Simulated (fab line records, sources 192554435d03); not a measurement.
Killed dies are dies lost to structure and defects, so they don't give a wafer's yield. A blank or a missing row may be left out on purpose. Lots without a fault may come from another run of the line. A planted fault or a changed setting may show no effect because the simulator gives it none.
Which tool did it? | flow n5_finfet | 11 lots, 32 wafers sampled, at 3 steps of a route of 1938

WHAT THE GAUGES READ, wafer by wafer
N5_BEOL_M10_CD_MEAS_28: target cd 70 nm.
lot  | measured     | on        | cd_nm (nm)
L322 | day 11 07:42 | cd_sem-01 | 67.7 69.3 68.1
L327 | day 12 12:34 | cd_sem-03 | 69.0 69.1 68.4
L330 | day 12 18:17 | cd_sem-01 | 71.0 71.2 70.8
L328 | day 12 18:48 | cd_sem-03 | 68.1 70.7 69.6
L329 | day 12 18:58 | cd_sem-03 | 70.1 70.6 69.7
L331 | day 14 05:26 | cd_sem-03 | 70.3 69.1
L338 | day 14 17:34 | cd_sem-03 | 69.6 70.6 70.0
L341 | day 15 18:37 | cd_sem-02 | 69.3 71.1 68.3
L339 | day 15 18:47 | cd_sem-01 | 69.0 69.2 70.0
L342 | day 16 11:34 | cd_sem-01 | 69.4 69.6 70.9
L343 | day 17 04:58 | cd_sem-01 | 69.6 67.9 69.5

N5_BEOL_M10_OVL_MEAS_29.
lot  | measured     | on         | V9_OVL (nm)
L322 | day 11 07:44 | overlay-02 | -1.2 -0.5 0.0
L327 | day 12 12:35 | overlay-01 | -1.3 -0.1 -0.5
L330 | day 12 18:19 | overlay-01 | -1.8 -2.0 -1.9
L328 | day 12 18:50 | overlay-02 | -0.1 -1.3 0.0
L329 | day 12 18:59 | overlay-02 | -0.1 -0.4 0.4
L331 | day 14 05:28 | overlay-01 | 0.2 0.1
L338 | day 14 17:36 | overlay-02 | -0.6 0.0 -1.1
L341 | day 15 18:38 | overlay-01 | 0.3 -0.4 -1.3
L339 | day 15 18:49 | overlay-01 | -1.5 0.5 -1.2
L342 | day 16 11:35 | overlay-02 | -0.2 0.4 -0.1
L343 | day 17 05:00 | overlay-02 | -1.3 -1.2 -0.7

WHICH TOOL RAN EACH LOT (tool, then ch and the chambers of the sampled wafers, then the start)
lot  | N5_BEOL_M10_HM_OPEN_17
L322 | rie_metal-03 ch 0,1, day 11 07:13
L327 | rie_metal-01 ch 0,1, day 12 11:26
L330 | rie_metal-01 ch 0,1, day 12 17:40
L328 | rie_metal-03 ch 0,1, day 12 17:59
L329 | rie_metal-02 ch 0,1, day 12 18:20
L331 | rie_metal-01 ch 0, day 14 04:46
L338 | rie_metal-02 ch 0,1, day 14 16:51
L341 | rie_metal-01 ch 1, day 15 17:26
L339 | rie_metal-03 ch 0,1, day 15 17:28
L342 | rie_metal-02 ch 1, day 16 06:37
L343 | rie_metal-01 ch 0, day 17 04:13
- N5_BEOL_M10_HM_OPEN_17: chemistry Cl2/BCl3, target TiN, target depth 20 nm, overetch 6 nm.

WHAT THE TOOLS THEMSELVES READ (means of the sampled wafers that have a number; where no wafer has one, the mark that the record gives instead)
N5_BEOL_M10_HM_OPEN_17.
lot  | tool         | drypump_motor_current_A (A) | oes_product_au (a.u.) | throttle_valve_pct (%)
L322 | rie_metal-03 | 6.0                         | 0.58                  | 22.28
L327 | rie_metal-01 | 6.3                         | 0.61                  | 22.08
L330 | rie_metal-01 | 6.3                         | 0.61                  | 22.07
L328 | rie_metal-03 | 6.0                         | 0.58                  | 22.28
L329 | rie_metal-02 | 5.9                         | 0.78                  | 22.14
L331 | rie_metal-01 | 6.3                         | 0.55                  | 22.28
L338 | rie_metal-02 | 5.9                         | 0.75                  | 22.14
L341 | rie_metal-01 | 6.3                         | 0.66                  | 21.76
L339 | rie_metal-03 | 6.0                         | 0.67                  | 22.19
L342 | rie_metal-02 | 5.9                         | 0.68                  | 22.20
L343 | rie_metal-01 | 6.3                         | 0.81                  | 21.97

THE ANSWER, worked out from the rows above alone
Rule: what is usual is taken from the lots themselves. Put in order of their means at a reading, lots are off if they are a third of the lots or fewer, leave a main group of 4 or more, and stand apart from it by a gap of 3 or more times the standard deviation of the main group's means; of several such gaps the widest counts. A main group whose means are all the same, to the digits that the tables above print for the reading, isn't used. A lot without any number at a reading at which 4 lots or more have one is off too. The other lots that the step has rows for count as sound. The gauges are gone through in route order, then the tools' own readings, and for those a lot's mean is taken as printed above. The first step at which some lot is off is used, and at that step the reading that is off furthest; a lot without a number counts as furthest.
No lot is off at any reading shown: from this, nothing can be told.

WHAT THE SIMULATOR HAD PUT IN
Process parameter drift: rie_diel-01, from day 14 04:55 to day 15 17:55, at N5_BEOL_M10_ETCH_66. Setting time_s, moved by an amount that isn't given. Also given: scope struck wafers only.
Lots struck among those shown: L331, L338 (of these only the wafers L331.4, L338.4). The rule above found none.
